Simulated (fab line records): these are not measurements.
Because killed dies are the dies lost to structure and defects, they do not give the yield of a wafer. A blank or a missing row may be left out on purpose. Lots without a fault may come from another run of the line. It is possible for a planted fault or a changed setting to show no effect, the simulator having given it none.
A lot that was struck, set against a sound lot ; flow nand harc ; 13 out of 1302 route steps
Sound: the wafers L596.2, L596.5, L596.6. Struck: wafer L608.6. (L608.1, L608.2 of the same lot were not struck and are left out.) The cause comes at the end.
For every step that has rows: the tool of each side, followed by ch and its chambers, followed by its first start. Under that, the readings that differ: sound wafers ; struck wafers ; difference of the means ; sigmas: that difference in standard deviations of wafers without a fault.
alike: same words and numbers on both sides, and readings whose means sit less than 2 such deviations apart. not compared: any withheld reading, any reading some wafer has no value for, any bound like >300 that may hide the same value, and any number with overlapping values for which the record gives no deviation.
A row with sigmas, a row that says differs or no value, or rows on one side alone: a step with any of these is where the two part. Numbers that have no deviation but don't overlap get no sigmas and don't part them. A reading missing from all wafers of one side parts the sides only when that side holds two or more wafers.

NHARC_A_SOURCE_PLATE_THK_MEAS_06: measures by ellipsometry.
  sound on film metro-01, day 8 16:26; struck on film metro-02, day 14 03:03
  alike: thk nm
NHARC_A_SOURCE_PLATE_INSPECT_08:
  sound on defect inspect-01, day 8 16:30; struck on defect inspect-02, day 14 03:07
  alike: raw defect count
following that, 1 step holds no rows for these wafers, namely NHARC_A_ONON_D1_DEP_00 (target thickness 1000 nm).
NHARC_A_ONON_D1_THK_MEAS_02: measures by ellipsometry.
  sound on film metro-02, day 8 17:04; struck on film metro-02, day 14 03:43
  alike: thk nm
following that, 1 step holds no rows for these wafers, namely NHARC_A_ONON_D1_DEP_03 (target thickness 1000 nm).
NHARC_A_ONON_D1_THK_MEAS_05: measures by ellipsometry.
  sound on film metro-02, day 8 17:38; struck on film metro-02, day 14 04:17
  alike: thk nm
following that, 1 step holds no rows for these wafers, namely NHARC_A_ONON_D1_DEP_06 (target thickness 1000 nm).
NHARC_A_ONON_D1_THK_MEAS_08: measures by ellipsometry.
  sound on film metro-01, day 8 18:13; struck on film metro-02, day 14 04:50
  alike: thk nm
following that, 1 step holds no rows for these wafers, namely NHARC_A_ONON_D1_DEP_09 (target thickness 1000 nm).
NHARC_A_ONON_D1_THK_MEAS_11: measures by ellipsometry.
  sound on film metro-01, day 8 18:47; struck on film metro-02, day 14 05:24
reading;sound;struck;difference;sigmas
thk nm (nm);1028 1028 1028;1001;-27;-3
NHARC_A_ONON_D1_DEP_12: target thk 1000 nm.
  sound on pecvd onon-03 ch 0, day 8 18:54; struck on pecvd onon-01 ch 0, day 14 05:28
  alike: susceptor temp C
NHARC_A_ONON_D1_THK_MEAS_14: measures by ellipsometry.
  sound on film metro-01, day 8 19:20; struck on film metro-01, day 14 05:58
reading;sound;struck;difference;sigmas
thk nm (nm);998 998 999;688;-310;-31
then, 1 step without rows for these wafers: NHARC_A_ONON_D1_ANNEAL_15 (time 3600 s).

WHERE THEY PART
First at NHARC_A_ONON_D1_THK_MEAS_11; last, within this record, at NHARC_A_ONON_D1_THK_MEAS_14.

WHY: what the simulator had put in
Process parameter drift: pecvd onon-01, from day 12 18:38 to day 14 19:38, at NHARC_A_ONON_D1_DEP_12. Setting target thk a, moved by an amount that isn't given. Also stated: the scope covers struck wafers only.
